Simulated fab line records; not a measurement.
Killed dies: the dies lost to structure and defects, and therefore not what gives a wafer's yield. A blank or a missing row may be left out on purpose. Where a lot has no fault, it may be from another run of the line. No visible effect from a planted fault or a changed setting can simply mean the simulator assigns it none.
Matching of chambers :: flow nandHarc :: NHARC_P_BONDPAD_DEP_00 on pecvd-04 has 3 sister chambers
The step deposits SiCN, target thk 250 nm. 14 wafers are shown with their chamber, then 7 later ones without.

EACH WAFER AND ITS CHAMBER
wafer: L075.1
chamber: 0
heaterPowerW (W): 498
rfFwdPowerW (W): 449.0

wafer: L075.2
chamber: 2
heaterPowerW (W): 606
rfFwdPowerW (W): 451.2

wafer: L075.5
chamber: 1
heaterPowerW (W): 480
rfFwdPowerW (W): 452.3

wafer: L076.1
chamber: 2
heaterPowerW (W): 626
rfFwdPowerW (W): 450.3

wafer: L076.2
chamber: 1
heaterPowerW (W): 525
rfFwdPowerW (W): 447.4

wafer: L076.6
chamber: 0
heaterPowerW (W): 483
rfFwdPowerW (W): 451.0

wafer: L074.1
chamber: 0
heaterPowerW (W): 431
rfFwdPowerW (W): 449.3

wafer: L074.5
chamber: 2
heaterPowerW (W): 588
rfFwdPowerW (W): 447.5

wafer: L074.6
chamber: 0
heaterPowerW (W): 456
rfFwdPowerW (W): 447.6

wafer: L078.1
chamber: 0
heaterPowerW (W): 529
rfFwdPowerW (W): 452.0

wafer: L078.3
chamber: 2
heaterPowerW (W): 605
rfFwdPowerW (W): 447.1

wafer: L078.6
chamber: 0
heaterPowerW (W): 527
rfFwdPowerW (W): 449.2

wafer: L084.2
chamber: 1
heaterPowerW (W): 438
rfFwdPowerW (W): 448.8

wafer: L084.4
chamber: 1
heaterPowerW (W): 452
rfFwdPowerW (W): 448.1

SIGNATURES (averages over the wafers above)
reading: heaterPowerW
chamber 0: 487.33
chamber 1: 473.75
chamber 2: 606.25
scatter within a chamber: 34

reading: rfFwdPowerW
chamber 0: 449.683
chamber 1: 449.150
chamber 2: 449.025
scatter within a chamber: 1.88
Rule: a wafer lies at a distance from a chamber equal to the root of the sum of squares, over the readings, of (its reading less the chamber's mean, divided by the reading's scatter). The wafer belongs to the nearest chamber; if the next one is less than 2 further off, it can't be placed. The scatter: take each reading less its chamber's mean, square it, sum over the shown wafers, divide by the number of wafers less the number of chambers, and take the root.

WAFERS MISSING THEIR CHAMBER
wafer: L084.5
heaterPowerW (W): 534
rfFwdPowerW (W): 446.6

wafer: L092.1
heaterPowerW (W): 515
rfFwdPowerW (W): 447.7

wafer: L092.2
heaterPowerW (W): 511
rfFwdPowerW (W): 448.8

wafer: L092.6
heaterPowerW (W): 519
rfFwdPowerW (W): 448.8

wafer: L095.2
heaterPowerW (W): 531
rfFwdPowerW (W): 447.2

wafer: L095.4
heaterPowerW (W): 447
rfFwdPowerW (W): 447.8

wafer: L095.5
heaterPowerW (W): 530
rfFwdPowerW (W): 448.1

THE CHAMBER EACH PASSED THROUGH
wafer: L084.5
from the rows above: can't be placed: 0 or 1 or 2
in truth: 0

wafer: L092.1
from the rows above: can't be placed: 0 or 1 or 2
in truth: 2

wafer: L092.2
from the rows above: can't be placed: 0 or 1 or 2
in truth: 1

wafer: L092.6
from the rows above: can't be placed: 0 or 1 or 2
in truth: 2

wafer: L095.2
from the rows above: can't be placed: 0 or 1 or 2
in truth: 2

wafer: L095.4
from the rows above: can't be placed: 1 or 0
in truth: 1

wafer: L095.5
from the rows above: can't be placed: 0 or 1 or 2
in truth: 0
Placed correctly: 0 of 7. Can't be placed from these rows: 7 (the true chamber is among the candidates in 7). Placed wrongly: 0.
